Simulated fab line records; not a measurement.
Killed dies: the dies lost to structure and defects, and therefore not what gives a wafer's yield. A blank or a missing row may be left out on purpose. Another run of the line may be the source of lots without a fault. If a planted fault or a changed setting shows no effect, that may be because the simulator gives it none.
Check for tools in common | flow nandHarc | 36 wafers sampled across 11 lots

## REASON FOR OPENING
On 1 of the 11 lots, a flag is raised at NHARC_P_GATE_CD_MEAS_26 on the reading cdNm. Wafers without a fault read 119.8 nm, standard deviation 0.55.
Rule: a lot gets a flag if all its wafers with a number sit over 4 standard deviations from that mean, or if no wafer of it has a number. All remaining lots are regarded as sound.

lot  | measured     | on       | cdNm (nm), wafer by wafer     | flag
L588 | day 5 00:47  | cdSem-01 | 119.8 119.7 120.1             | 
L589 | day 5 09:28  | cdSem-01 | 120.7 119.8 120.0             | 
L590 | day 5 22:11  | cdSem-01 | 119.7 119.8 120.5             | 
L591 | day 6 13:05  | cdSem-03 | 120.0 119.8 120.2             | 
L596 | day 8 15:08  | cdSem-03 | 76.7 77.1 76.3 77.2 77.2 76.3 | FLAGGED
L601 | day 10 06:58 | cdSem-01 | 119.5 119.2 118.9             | 
L607 | day 12 20:22 | cdSem-03 | 120.3 120.0 120.2             | 
L608 | day 13 07:37 | cdSem-02 | 119.2 119.8 119.9             | 
L609 | day 13 13:40 | cdSem-03 | 119.7 119.6 119.9             | 
L610 | day 14 04:02 | cdSem-01 | 120.2 120.4 120.1             | 
L611 | day 14 18:14 | cdSem-03 | 119.6 119.9 119.8             | 
On average the flagged lots' numbers are 76.8 nm, which is -43.0 nm against the usual, or -78 standard deviations.

## WHICH TOOL RAN EACH LOT
2 process steps preceding the reading are held in the record, out of 1302 steps in the route. Every cell lists first the tool, next ch and the chambers used by the sampled wafers, and last the start.
lot  | flag    | NHARC_P_STI_ETCH_31                          | NHARC_P_GATE_EXPOSE_23
L588 |         | rieDiel-05 ch 0,2,3, day 5 00:39 or earlier  | arfiScanner-03 ch 0, day 5 00:39
L589 |         | rieDiel-08 ch 0,1,3, day 5 09:19 or earlier  | arfiScanner-03 ch 0, day 5 09:19
L590 |         | rieDiel-09 ch 0,1,3, day 5 22:03 or earlier  | arfiScanner-03 ch 0, day 5 22:03
L591 |         | rieDiel-09 ch 0,1,2, day 6 12:56 or earlier  | arfiScanner-02 ch 0, day 6 12:56
L596 | FLAGGED | rieDiel-09 ch 0,1,2, day 8 14:59 or earlier  | arfiScanner-01 ch 0, day 8 14:59
L601 |         | rieDiel-09 ch 0,1,2, day 10 06:49 or earlier | arfiScanner-02 ch 0, day 10 06:49
L607 |         | rieDiel-09 ch 0,2, day 12 20:14 or earlier   | arfiScanner-01 ch 0, day 12 20:14
L608 |         | rieDiel-09 ch 0,1,3, day 13 07:28 or earlier | arfiScanner-01 ch 0, day 13 07:28
L609 |         | rieDiel-09 ch 0,1,3, day 13 13:32 or earlier | arfiScanner-01 ch 0, day 13 13:32
L610 |         | rieDiel-05 ch 0,1,3, day 14 03:55 or earlier | arfiScanner-01 ch 0, day 14 03:55
L611 |         | rieDiel-08 ch 1,2,3, day 14 18:06 or earlier | arfiScanner-03 ch 0, day 14 18:06
What the steps here do:
- NHARC_P_STI_ETCH_31: etches the open film in CF4/CHF3, target depth 108.9 nm, time 54.5 s.
- NHARC_P_GATE_EXPOSE_23: exposes mask P GATE, target cd 120 nm.
- NHARC_P_GATE_CD_MEAS_26: target cd 120 nm.

## FLAGGED AGAINST TOTAL, ONE TOOL AT A TIME (gauges that did the reading follow at the end)
step                    | tool           | lots run | flagged | share of the flagged lots | sound lots run after its first flagged lot
NHARC_P_STI_ETCH_31     | rieDiel-05     | 2        | 0       | none                      | -
NHARC_P_STI_ETCH_31     | rieDiel-08     | 2        | 0       | none                      | -
NHARC_P_STI_ETCH_31     | rieDiel-09     | 7        | 1       | all                       | 4 (L601,L607,L608,L609)
NHARC_P_GATE_EXPOSE_23  | arfiScanner-01 | 5        | 1       | all                       | 4 (L607,L608,L609,L610)
NHARC_P_GATE_EXPOSE_23  | arfiScanner-02 | 2        | 0       | none                      | -
NHARC_P_GATE_EXPOSE_23  | arfiScanner-03 | 4        | 0       | none                      | -
NHARC_P_GATE_CD_MEAS_26 | cdSem-01       | 5        | 0       | none                      | -
NHARC_P_GATE_CD_MEAS_26 | cdSem-02       | 1        | 0       | none                      | -
NHARC_P_GATE_CD_MEAS_26 | cdSem-03       | 5        | 1       | all                       | 3 (L607,L609,L611)
NHARC_P_STI_ETCH_31: start missing for some lots; hours and lot order therefore follow NHARC_P_GATE_EXPOSE_23.

## WHAT THE TABLE PERMITS
Every flagged lot was run by 3 rows of the table: rieDiel-09 at NHARC_P_STI_ETCH_31, arfiScanner-01 at NHARC_P_GATE_EXPOSE_23 and cdSem-03 at NHARC_P_GATE_CD_MEAS_26.
- rieDiel-09 at NHARC_P_STI_ETCH_31 ran 7 lots, 1 of them flagged. Sound lots followed the first flagged one (L601, L607, L608, L609) on it, something a lasting fault affecting the whole tool could not allow.
- arfiScanner-01 at NHARC_P_GATE_EXPOSE_23 ran 5 lots, 1 of them flagged. Sound lots followed the first flagged one (L607, L608, L609, L610) on it, something a lasting fault affecting the whole tool could not allow.
- cdSem-03 at NHARC_P_GATE_CD_MEAS_26 ran 5 lots, 1 of them flagged. Sound lots followed the first flagged one (L607, L609, L611) on it, something a lasting fault affecting the whole tool could not allow.
Not one row of the table ran every flagged lot while running no sound lot after the first.

## WHAT THE SIMULATOR PUT IN
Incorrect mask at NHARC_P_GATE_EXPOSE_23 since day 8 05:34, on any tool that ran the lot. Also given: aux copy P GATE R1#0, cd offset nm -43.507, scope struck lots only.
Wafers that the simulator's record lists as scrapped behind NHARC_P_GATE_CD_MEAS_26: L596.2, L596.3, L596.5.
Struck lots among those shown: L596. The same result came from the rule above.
